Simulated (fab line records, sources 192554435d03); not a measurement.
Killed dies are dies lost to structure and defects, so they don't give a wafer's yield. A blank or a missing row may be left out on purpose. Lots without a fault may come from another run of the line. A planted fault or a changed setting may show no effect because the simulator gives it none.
A struck lot beside a sound one | flow n5_finfet | 39 steps out of a route of 1938
Sound: wafers L659.4, L659.5, L659.6. Struck: wafers L666.1, L666.3, L666.4. The cause comes at the end.
At each step with rows: each side's tool, then ch and its chambers, then its first start. Under that, the readings that differ: sound wafers | struck wafers | difference of the means | sigmas: that difference in standard deviations of wafers without a fault.
alike: readings whose means differ by less than 2 such deviations, and words and numbers that are the same on both sides. not compared: withheld readings, readings that some wafer has no value for, bounds like >300 that may hide the same value, and numbers for which the record gives no deviation and whose values overlap.
The two part at a step that has a row with sigmas, a row that says differs or no value, or rows on one side only. Numbers that don't overlap but have no deviation are shown without sigmas and don't part them. A reading that every wafer of one side lacks parts them only if that side has two wafers or more.

first, 10 steps without rows for these wafers: N5_HKMG_FIN_ALD_72 (deposits W, target thk 2 nm, pulse time 1 s, purge time 2 s); N5_HKMG_FIN_W_FILL_22 (material W, target thk 60 nm, time 18.2 s); N5_HKMG_FIN_PRECLEAN_83 (cleans in DIW, time 57.5 s); N5_HKMG_FIN_SRD_84 (dry time 32 s); N5_HKMG_FIN_CMP_23 (polishes, stops on SiNx, t overpolish 10 s, target thk 46.326 nm); N5_HKMG_FIN_CMP_94 (polishes, stops on SiNx, t overpolish 4.7 s, target thk 43.299 nm); N5_GATE_CUT_ETCHBACK_00 (etches W in SF6/Cl2); N5_GATE_CUT_ETCH_56 (etches TiN in Cl2/Ar, target depth 21.6 nm); N5_GATE_CUT_ETCHBACK_30 (etches TiN in Cl2/Ar, target depth 3 nm); N5_GATE_CUT_VAPOR_ETCH_60 (etches HfO2 in BCl3/Cl2).
N5_GATE_CUT_ETCH_58: etches SiNx in CH3F/O2, target depth 17 nm, time 128.6 s.
  sound on rie_diel-06 ch 2,3, day 6 14:55; struck on rie_diel-02 ch 0,1,3, day 8 10:39
  no value came back on the struck wafers for any of 7 readings (CH3F_flow_sccm (sccm), O2_flow_sccm (sccm) and others); on the sound wafers CH3F_flow_sccm (sccm) reads 29.94 29.87 30.08
  reading                              | sound          | struck         | difference | sigmas
  model.SiNx_of_SDB_ALD_29.thk_nm (nm) | 24.4 24.2 24.4 | 27.2 27.2 27.2 | +2.9       |
  not compared: rf_hours_counter_h
then, 5 steps without rows for these wafers: N5_GATE_CUT_STRIP_59 (strips in N2/H2, time 20 s); N5_GATE_CUT_PRECLEAN_31 (cleans in DIW, time 300 s); N5_GATE_CUT_SRD_32 (time 30 s); N5_GATE_CUT_SAC_CAP_01 (material SiNx, target thk 24 nm, pulse time 1 s, ald cycles 480); N5_GATE_CUT_PECVD_57 (deposits SiNx from SiH4/NH3/N2, target thk 21 nm).
N5_GATE_CUT_CMP_02: polishes, stops on SiO2, t overpolish 12.7 s, target thk 0 nm.
  sound on cmp-04 ch 0,1,3, day 6 17:53; struck on cmp-04 ch 0,1,3, day 8 13:14
  alike: motor_current_A
  not compared: model.SiO2_flowable_of_ILD0_FCVD_FILL_01.thk_nm
then, 19 steps without rows for these wafers: N5_GATE_CUT_HM_DEP_46 (deposits SiO2 from TEOS/O2, target thk 130 nm, time 26.6 s); N5_GATE_CUT_COAT_34 (time 60 s, resist thk 60 nm); N5_GATE_CUT_COAT_35 (time 60 s, resist thk 10 nm); N5_GATE_CUT_COAT_27 (time 60 s, resist thk 10 nm); N5_GATE_CUT_COAT_07 (resist thk 30 nm); N5_GATE_CUT_EBR_09; N5_GATE_CUT_SOFTBAKE_08 (time 60 s); N5_GATE_CUT_EXPOSE_10 (exposes mask GATE CUT, target cd 20 nm); N5_GATE_CUT_PEB_11 (peb time 60 s); N5_GATE_CUT_DEVELOP_12 (develop time 30 s); N5_GATE_CUT_DESCUM_18 (chemistry O2, time 7 s); N5_GATE_CUT_ETCH_28 (etches underlayer in N2/H2, target depth 13 nm, time 10.4 s); N5_GATE_CUT_ETCH_36 (etches SiARC in CF4, target depth 13 nm, time 21.7 s); N5_GATE_CUT_ETCH_37 (etches SOC in N2/H2, target depth 60 nm, overetch 12 nm, time 90 s); N5_GATE_CUT_STRIP_38 (strips in N2/H2); N5_GATE_CUT_STRIP_39 (strips in N2/H2); N5_GATE_CUT_HM_OPEN_40 (chemistry C4F6/O2, target SiO2, target depth 139 nm, time 85.1 s); N5_GATE_CUT_STRIP_41 (strips in CF4); N5_GATE_CUT_STRIP_42 (strips in O2).
N5_MOL_CONTACT_COAG_WET_ETCH_116: etches the open film in SC1-inhibited, target depth 4.6 nm, rinse time 30 s.
  sound on wet_bench-01 ch 0,2,3, day 7 03:41; struck on wet_bench-06 ch 0,3,5, day 9 00:15
  alike: rinse_temp_c
  not compared: model.SiO2_flowable_of_ILD0_FCVD_FILL_01.thk_nm
-- the record jumps here: 3 days lie between the struck wafers' starts before and after (it left off in module MOL_CONTACT_COAG and takes up again in module BEOL_M4, whose first step shown is number 1111 of the route) --
N5_BEOL_M4_RC_MEAS_101:
  sound on prober-01 ch 0, day 10 09:53; struck on prober-02 ch 0, day 11 22:40
  alike: DIBL_N, DIBL_P, IOFF_N, IOFF_P, ION_N, ION_P, SS_N, SS_P, VT_N, VT_P
-- the record jumps here: 5 days lie between the struck wafers' starts before and after (it left off in module BEOL_M4 and takes up again in module PASSIVATION, whose first step shown is number 1936 of the route) --
N5_PASSIVATION_PROBE_49:
  sound on prober-01, day 14 08:49; struck on prober-02, day 16 20:34
  reading            | sound   | struck   | difference | sigmas
  killed_at_contacts | 4 13 11 | 31 29 18 | +17        | +3
  alike: defect_limited_yield, killed_at_M0_to_M3, killed_at_M4_up, killed_at_front_end, killed_at_other, killed_dies, killed_open, killed_short, sort_bin_4_leakage, sort_bin_5_function, sort_bin_6_memory, sort_n_pass, sort_yield_pct

WHERE THEY PART
First at N5_GATE_CUT_ETCH_58; last, within this record, at N5_PASSIVATION_PROBE_49.

WHY: what the simulator had put in
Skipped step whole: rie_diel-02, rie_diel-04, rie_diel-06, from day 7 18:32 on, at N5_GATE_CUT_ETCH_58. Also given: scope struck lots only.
